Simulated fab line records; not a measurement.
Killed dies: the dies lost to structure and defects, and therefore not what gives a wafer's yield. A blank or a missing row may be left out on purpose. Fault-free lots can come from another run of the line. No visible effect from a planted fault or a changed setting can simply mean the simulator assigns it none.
Struck lot and sound lot, side by side | flow n5 finfet | 14 out of 1938 route steps
Sound: wafers L622.2, L622.4, L622.5. Wafers struck: L611.3, L611.5, L611.6. At the end, the cause is stated.
Each step with rows lists, per side, the tool, then ch with its chambers, then its first start. Under that, the readings that differ: sound wafers | struck wafers | difference of the means | sigmas: that difference in standard deviations of wafers without a fault.
alike: readings with means less than 2 such deviations apart, plus words and numbers identical on both sides. not compared: withheld readings, readings lacking a value on some wafer, bounds such as >300 that could conceal the same value, and numbers that have no deviation in the record and whose values overlap.
The two part at a step that has a row with sigmas, a row that says differs or no value, or rows on one side only. When numbers do not overlap yet have no deviation, they are printed without sigmas and do not part them. A reading that every wafer of one side lacks parts them only if that side has two wafers or more.

first, 1 step without rows for these wafers: N5_ILD0_PRECLEAN_10 (cleans in NF3:NH3, afs cycles 5, time 20 s, sublimation time 60 s).
N5_ILD0_ALD_15: deposits SiNx, target thk 24 nm, pulse time 1 s, ald cycles 480.
  sound on ald sin-02 ch 1,2,3, day 7 15:50; struck on ald sin-01 ch 0,3, day 4 22:15
  alike: heater power outer w, heater power w, precursor pulse height rel
N5_ILD0_CMP_12: polishes SiNx, stops on poly-Si, t overpolish 6 s, target thk 17.67 nm.
  sound on cmp-03 ch 2,3, day 7 18:07; struck on cmp-03 ch 1,2,3, day 5 00:31
  alike: motor current A, overpolish run s, time to endpoint s
N5_ILD0_THK_MEAS_13:
  sound: film metro-01 at day 7 18:22; struck: film metro-01 at day 5 00:44
  alike: thk nm
N5_ILD0_INSPECT_06: inspects for defects (darkfield).
  sound: defect inspect-01 at day 7 18:24; struck: defect inspect-01 at day 5 00:46
  alike: raw defect count
N5_SDB_HM_DEP_00: deposits SiNx from SiH4/NH3/N2, target thk 40 nm, time 35.3 s.
  sound on pecvd-02 ch 0,1,2, day 7 18:26; struck on pecvd-01 ch 0,1,2, day 5 00:49
  alike: heater power outer w, heater power w, showerhead plenum p Torr, throttle valve pct
then, 6 steps without rows for these wafers: N5_SDB_COAT_03 (time 60 s, resist thk 100 nm); N5_SDB_COAT_04 (time 60 s, resist thk 18 nm); N5_SDB_COAT_05 (resist thk 90 nm); N5_SDB_EBR_07; N5_SDB_SOFTBAKE_06 (time 60 s); N5_SDB_EXPOSE_08 (exposes mask SDB).
N5_SDB_PEB_09: peb time 60 s.
  sound on litho track-04 ch 0, day 7 18:49; struck on litho track-01, day 5 01:11
  no value came back on the struck wafers for chill plate temp C (C), exhaust pa (Pa), peb time s (s); on the sound wafers chill plate temp C (C) reads 22.92 22.94 22.97
then, 1 step without rows for these wafers: N5_SDB_DEVELOP_10 (develop time 30 s).

== WHERE THEY PART ==
Only at N5_SDB_PEB_09, as far as this record shows.

WHY: the cause the simulator had injected
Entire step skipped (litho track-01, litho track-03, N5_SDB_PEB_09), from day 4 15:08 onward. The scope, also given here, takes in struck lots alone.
